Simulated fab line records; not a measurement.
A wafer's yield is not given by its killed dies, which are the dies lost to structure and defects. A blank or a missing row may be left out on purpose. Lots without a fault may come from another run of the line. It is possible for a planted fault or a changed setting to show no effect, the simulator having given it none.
fab line records | flow n5-finfet | part 2 of 2: steps 5 to 6 of 6
record: lots: 22 wafers: 66 last-day: 18
route steps=1938 shown BEOL_M2@917 BEOL_M3@953
lots with no fault: from the same line, run without faults
start-h: hours from the record's opening day to when the first of the lot's shown wafers began | wait-h: hours from the lot's prior step to this one | " identical to the entry in the row above | L1.1+2: a single row standing in for several wafers | - no value present, or no start provided | * or withheld: withheld | < > ~ a bound
route shown NAME@n: names a module that has steps shown in the file, with the first one's number in the route | usual: mean/standard deviation of fault-free wafers | same: alike in all rows | chamber/n: place in a boat | sites: each site's reading | _std_site: standard deviation of those values | _edge_site: mean of outer sites minus mean of inner sites | radius-mm: how far each site lies from the wafer's centre | mask NAME#n: copy n | behind: the tool/chamber that last shaped the wafer | hold: why the lot was held/for how many hours/how that ended | device: the transistor (n, p or np) that didn't switch | end of line: at the end of the route, the tests of the same wafers | a step with no rows: only its recipe | killed: the dies lost at the first sort to structure and to defects; this is not the yield of the wafer | map: the dies of a wafer, with x for killed, . for not killed, _ for no die there
set.NAME: the setting as run; set.NAME@STEP: as run at that earlier step | model.NAME: the simulator's own value behind a step, which no gauge read
steps of the route over a sample of lots; a table a step, a row a wafer
services: when a tool's chamber went out of use (start-h, in hours from the record's first day, below 0 if earlier), for how many hours, and the reason
== steps ==
step: N5_BEOL_M3_ETCH_77
recipe: chemistry: N2/H2 target: underlayer target-depth-a: 65 mask-material: CAR-EUV time-s: 5.2 ion-energy-ev: 200 pressure-mtorr: 30 source-w: 840 bias-w: 150 n2-flow-sccm: 200 h2-flow-sccm: 200 ends: cleared
usual: bias-w: 150.0/0.46 drypump-motor-current-A: 5.7/0.45 etch-rf-on-time-s: 5.17/0.1 oes-product-au: 0.69/0.063 rf-vpp-V: 524/3.2 showerhead-plenum-p-Torr: 2.57/0.1 throttle-valve-pct: 17.86/0.2
columns lot.wafer tool chamber start-h wait-h bias-w drypump-motor-current-A etch-rf-on-time-s oes-product-au rf-hours-counter-h rf-vpp-V showerhead-plenum-p-Torr throttle-valve-pct
L074.2 rie-diel-05 0 143.76 0.0 149.0 6.3 5.06 0.76 37 522 2.49 18.11
L074.3 " 1 " " 149.5 5.3 5.02 0.77 44 529 2.70 17.61
L074.4 " 3 " " 149.6 5.3 5.28 0.59 219 521 2.51 17.77
L075.1 rie-diel-05 0 151.55 0.0 149.2 6.3 5.13 0.74 40 522 2.49 18.11
L075.2 " 3 " " 150.5 5.3 5.31 0.61 222 524 2.51 17.79
L075.5 " 2 " " 149.9 5.4 5.27 0.74 - 524 2.69 17.84
L076.2 rie-diel-05 3 164.73 0.0 150.6 5.4 5.29 0.60 225 522 2.51 17.75
L076.4 " 1 " " 149.4 5.3 5.02 0.76 50 529 2.70 17.58
L076.5 " 3 " " 150.3 5.3 5.26 0.60 - 525 2.51 17.76
L078.1 rie-diel-05 2 173.17 0.0 150.0 5.4 5.16 0.74 66 528 2.69 17.87
L078.4 " 3 " " 149.6 5.3 5.28 0.59 227 523 2.51 17.80
L078.5 " 1 " " 149.7 5.3 5.04 0.75 - 529 2.70 17.60
L079.1 rie-diel-03 2 186.25 0.0 150.0 6.2 5.21 0.71 71 524 2.58 17.62
L079.3 " 0 " " 149.4 5.4 5.21 0.64 153 523 2.54 17.95
L079.5 " 2 " " 149.9 6.2 5.20 0.70 - 525 2.58 17.60
L080.2 rie-diel-04 2 187.30 0.0 149.4 4.8 5.18 0.62 183 524 2.64 17.69
L080.5 " 3 " " 149.5 6.0 5.04 0.64 - 521 2.43 17.83
L080.6 " 0 " " 149.6 6.3 5.28 0.63 - 523 2.53 17.75
L081.1 rie-diel-04 1 191.11 0.0 149.7 5.4 5.09 0.73 53 520 2.47 18.22
L081.2 " 2 " " 149.8 4.8 5.20 0.62 184 529 2.64 17.67
L081.3 " 0 " " 149.8 6.3 5.35 0.61 178 522 2.53 17.71
L084.1 rie-diel-05 3 199.67 0.0 149.8 5.3 5.29 0.59 237 521 2.51 17.79
L084.3 " 1 " " 149.4 5.3 5.01 0.75 61 528 2.69 17.65
L084.6 " 3 " " 150.1 5.3 5.33 0.59 - 519 2.50 17.78
L082.1 rie-diel-05 1 203.80 0.0 149.4 5.4 5.04 0.75 61 528 2.69 17.63
L082.3 " 0 " " 150.8 6.3 5.05 0.74 56 521 2.48 18.12
L082.5 " 1 " " 150.0 5.3 5.02 0.75 - 528 2.69 17.62
L083.2 rie-diel-05 0 204.68 0.0 150.3 6.3 5.10 0.73 56 523 2.48 18.16
L083.5 " 3 " " 149.4 5.3 5.29 0.59 - 522 2.50 17.82
L083.6 " 2 " " 149.8 5.5 5.20 0.73 - 529 2.68 17.88
L085.2 rie-diel-04 1 214.66 0.0 150.3 5.4 5.05 0.72 60 521 2.47 18.22
L085.5 " 3 " " 149.4 6.0 5.11 0.63 - 521 2.43 17.83
L085.6 " 2 " " 149.3 4.8 5.23 0.61 - 529 2.63 17.69
L086.3 rie-diel-03 1 220.75 0.0 150.0 6.0 5.21 0.61 201 520 2.41 17.86
L086.4 " 3 " " 149.8 6.1 5.17 0.78 27 529 2.71 18.01
L086.5 " 3 " " 150.1 6.1 5.17 0.77 - 530 2.71 18.03
L087.1 rie-diel-05 3 227.41 0.0 149.3 5.4 5.41 0.59 245 523 2.50 17.81
L087.4 " 2 " " 150.2 5.4 5.21 0.73 83 528 2.68 17.88
L087.5 " 2 " " 150.1 5.4 5.18 0.71 - 528 2.68 17.86
L088.2 rie-diel-04 3 235.85 0.0 149.2 6.0 5.05 0.63 174 521 2.43 17.85
L088.3 " 1 " " 149.7 5.4 5.11 0.71 67 524 2.47 18.22
L088.5 " 0 " " 150.1 6.3 5.31 0.61 - 523 2.53 17.77
L089.1 rie-diel-05 3 240.02 0.0 149.9 5.3 5.37 0.58 250 522 2.50 17.82
L089.2 " 2 " " 149.3 5.4 5.22 0.71 87 527 2.68 17.89
L089.4 " 1 " " 149.9 5.4 5.11 0.72 73 528 2.69 17.66
L091.3 rie-diel-03 1 254.75 0.0 149.6 6.0 5.24 0.61 212 519 2.40 17.88
L091.4 " 3 " " 150.3 6.0 5.15 0.76 38 529 2.71 18.03
L091.6 " 2 " " 150.4 6.2 5.27 0.69 - 525 2.57 17.63
L092.4 rie-diel-04 3 260.74 0.0 149.7 6.0 5.05 0.63 181 521 2.42 17.87
L092.5 " 0 " " 149.9 6.3 5.32 0.61 - 525 2.52 17.80
L092.6 " 3 " " 150.3 6.0 5.05 0.62 - 523 2.42 17.89
L093.1 rie-diel-05 2 265.09 0.0 149.9 5.5 5.22 0.71 97 527 2.67 17.90
L093.4 " 2 " " 150.4 5.4 5.17 0.70 - 529 2.67 17.92
L093.6 " 0 " " 150.4 6.3 5.12 0.70 - 522 2.47 18.15
L094.1 rie-diel-05 1 269.73 0.0 150.6 5.3 5.11 0.73 84 527 2.68 17.64
L094.2 " 3 " " 150.5 5.4 5.32 0.84 0 523 2.50 17.39
L094.3 " 0 " " 149.7 6.3 5.20 0.70 79 521 2.47 18.16
L095.1 rie-diel-03 2 270.93 0.0 150.9 6.1 5.29 0.68 97 523 2.57 17.62
L095.2 " 0 " " 148.9 5.4 5.29 0.62 178 522 2.53 17.99
L095.3 " 3 " " 150.0 6.1 5.19 0.76 43 528 2.70 18.04
L096.1 rie-diel-04 3 284.17 0.0 150.4 6.0 5.12 0.62 188 520 2.42 17.88
L096.3 " 0 " " 150.4 6.3 5.38 0.60 206 523 2.52 17.78
L096.4 " 1 " " 149.9 5.5 5.11 0.70 81 523 2.46 18.29
L097.1 rie-diel-05 2 290.37 0.0 150.0 5.4 5.18 0.70 105 528 2.67 17.92
L097.3 " 1 " " 149.9 5.3 5.00 0.71 91 529 2.68 17.70
L097.6 " 1 " " 149.6 5.3 5.06 0.71 - 529 2.68 17.66
step: N5_BEOL_M3_ETCHBACK_99
recipe: chemistry: CHF3 target: SiO2 target-depth-a: 50 time-s: 10.4 source-w: 215 bias-w: 47 Ar_flow_sccm: 200 CHF3_flow_sccm: 12 ion-energy-ev: 100 pressure-mtorr: 30
usual: bias-w: 47.00/0.14 drypump-motor-current-A: 5.8/0.43 oes-product-au: 0.79/0.074 rf-vpp-V: 239.2/2.6 showerhead-plenum-p-Torr: 2.16/0.084 throttle-valve-pct: 17.08/0.16
columns lot.wafer tool chamber start-h wait-h bias-w drypump-motor-current-A oes-product-au rf-hours-counter-h rf-vpp-V showerhead-plenum-p-Torr throttle-valve-pct
L074.2 rie-diel-03 1 150.93 7.0 46.91 6.0 0.75 179 236.2 2.06 17.08
L074.3 " 0 " " 47.01 5.4 0.76 142 240.3 2.16 17.26
L074.4 " 2 " " 46.99 6.2 0.85 62 241.2 2.18 16.82
L075.1 rie-diel-04 1 156.20 4.3 47.12 5.4 0.86 42 235.5 2.10 17.32
L075.2 " 3 " " 47.12 6.0 0.75 159 234.0 2.05 16.98
L075.5 " 3 " " 46.95 6.0 0.75 - 234.4 2.06 16.99
L076.2 rie-diel-05 0 167.38 2.5 46.90 6.3 0.89 43 241.2 2.10 17.24
L076.4 " 3 " " 47.00 5.4 0.69 225 238.4 2.13 17.04
L076.5 " 2 " " 47.01 5.4 0.86 - 241.0 2.27 16.89
L078.1 rie-diel-03 1 178.97 5.7 46.92 6.0 0.74 189 236.2 2.05 17.10
L078.4 " 0 " " 46.82 5.4 0.76 151 241.8 2.16 17.25
L078.5 " 2 " " 46.92 6.2 0.85 - 240.2 2.18 16.84
L079.1 rie-diel-05 0 188.72 2.3 46.94 6.3 0.86 51 240.8 2.10 17.24
L079.3 " 1 " " 46.78 5.3 0.87 57 238.0 2.28 16.83
L079.5 " 2 " " 47.03 5.4 0.85 - 241.9 2.26 16.90
L080.2 rie-diel-03 1 194.28 5.5 47.18 6.0 0.72 194 234.5 2.05 17.09
L080.5 " 1 " " 47.16 5.9 0.72 - 235.8 2.05 17.10
L080.6 " 2 " " 47.03 6.2 0.82 - 241.1 2.18 16.83
L081.1 rie-diel-05 3 195.96 4.6 46.90 5.3 0.69 236 237.8 2.13 17.06
L081.2 " 1 " " 47.18 5.3 0.87 60 239.6 2.28 16.84
L081.3 " 0 " " 47.16 6.3 0.86 53 241.2 2.10 17.23
L084.1 rie-diel-03 2 201.34 1.5 47.09 6.1 0.84 76 241.4 2.17 16.86
L084.3 " 0 " " 46.71 5.4 0.75 158 242.3 2.15 17.26
L084.6 " 0 " " 46.84 5.4 0.74 - 241.4 2.15 17.27
L082.1 rie-diel-05 3 206.90 3.0 47.15 5.3 0.69 239 239.0 2.13 17.08
L082.3 " 0 " " 46.97 6.3 0.86 57 242.1 2.10 17.24
L082.5 " 1 " " 47.34 5.3 0.88 - 239.4 2.27 16.86
L083.2 rie-diel-03 0 211.31 6.5 46.79 5.4 0.75 161 241.4 2.15 17.27
L083.5 " 3 " " 46.91 6.1 0.93 - 240.9 2.30 17.15
L083.6 " 0 " " 47.23 5.4 0.76 - 240.1 2.15 17.29
L085.2 rie-diel-05 2 218.54 3.7 46.99 5.4 0.85 80 241.3 2.26 16.90
L085.5 " 0 " " 46.96 6.3 0.84 - 241.2 2.10 17.25
L085.6 " 3 " " 46.95 5.3 0.70 - 239.2 2.13 17.08
L086.3 rie-diel-03 3 221.94 1.0 47.06 6.0 0.92 27 239.6 2.30 17.16
L086.4 " 1 " " 47.42 6.0 0.72 201 234.2 2.05 17.12
L086.5 " 1 " " 47.29 6.0 0.72 - 234.8 2.05 17.12
L087.1 rie-diel-05 3 234.11 6.3 47.05 5.3 0.68 247 237.9 2.13 17.08
L087.4 " 1 " " 47.22 5.3 0.86 71 238.8 2.27 16.87
L087.5 " 0 " " 46.95 6.3 0.85 - 240.4 2.09 17.26
L088.2 rie-diel-05 1 238.50 2.5 47.19 5.3 0.85 72 239.6 2.27 16.87
L088.3 " 3 " " 47.20 5.3 0.69 249 239.9 2.12 17.10
L088.5 " 3 " " 47.13 5.3 0.69 - 238.4 2.12 17.07
L089.1 rie-diel-03 2 241.65 1.3 46.95 6.2 0.82 87 240.2 2.17 16.88
L089.2 " 0 " " 46.83 5.4 0.74 169 240.7 2.15 17.30
L089.4 " 1 " " 46.95 6.0 0.72 208 236.0 2.05 17.15
L091.3 rie-diel-04 2 255.69 0.8 46.90 4.8 0.72 203 240.6 2.22 16.93
L091.4 " 0 " " 47.10 6.2 0.72 198 239.2 2.13 17.03
L091.6 " 3 " " 47.01 6.0 0.72 - 235.1 2.05 17.02
L092.4 rie-diel-05 1 261.84 0.9 47.15 5.4 0.85 - 238.2 2.27 16.90
L092.5 " 2 " " 47.19 5.4 0.83 - 242.3 2.25 16.95
L092.6 " 0 " " 47.05 6.3 0.84 - 240.5 2.09 17.28
L095.1 rie-diel-03 3 273.51 1.3 46.98 6.1 0.89 43 241.6 2.29 17.19
L095.2 " 2 " " 47.13 6.2 0.80 97 240.3 2.17 16.89
L095.3 " 1 " " 46.81 6.0 0.70 217 235.7 2.04 17.14
L093.1 rie-diel-04 1 274.23 9.0 47.04 5.4 0.82 78 236.2 2.09 17.40
L093.4 " 2 " " 46.68 4.8 0.71 207 238.1 2.22 16.96
L093.6 " 1 " " 47.05 5.4 0.83 - 234.8 2.09 17.40
L094.1 rie-diel-03 2 278.58 8.5 46.88 6.1 0.81 100 241.9 2.17 16.88
L094.2 " 1 " " 46.72 6.0 0.71 220 234.3 2.04 17.14
L094.3 " 3 " " 47.00 6.1 0.88 46 240.0 2.29 17.19
L096.1 rie-diel-03 0 284.87 0.1 47.14 5.4 0.72 179 241.3 2.15 17.32
L096.3 " 1 " " 47.20 6.0 0.71 221 234.7 2.04 17.15
L096.4 " 2 " " 47.05 6.2 0.80 101 240.7 2.17 16.92
L097.1 rie-diel-03 0 290.61 0.1 46.98 5.4 0.73 180 240.0 2.15 17.31
L097.3 " 2 " " 47.05 6.2 0.80 103 240.4 2.16 16.90
L097.6 " 0 " " 46.92 5.4 0.72 - 242.9 2.15 17.32
== services ==
columns tool chamber start-h hours kind
rie-diel-04 3 158.32 14.6 repair
rie-diel-03 2 166.17 6.7 repair
pvd-sputter-03 - 168.44 10.5 repair
rie-diel-04 3 193.36 5.3 repair
rie-diel-04 3 210.71 1.6 repair
rie-diel-05 3 242.10 - clean
rie-diel-05 3 242.10 - consumable-replace:focus-ring
rie-diel-05 3 242.10 27.1 scheduled-down
rie-diel-05 3 242.10 27.1 vent-cycle
rie-diel-05 1 245.40 1.7 repair
rie-diel-04 2 270.32 2.7 repair
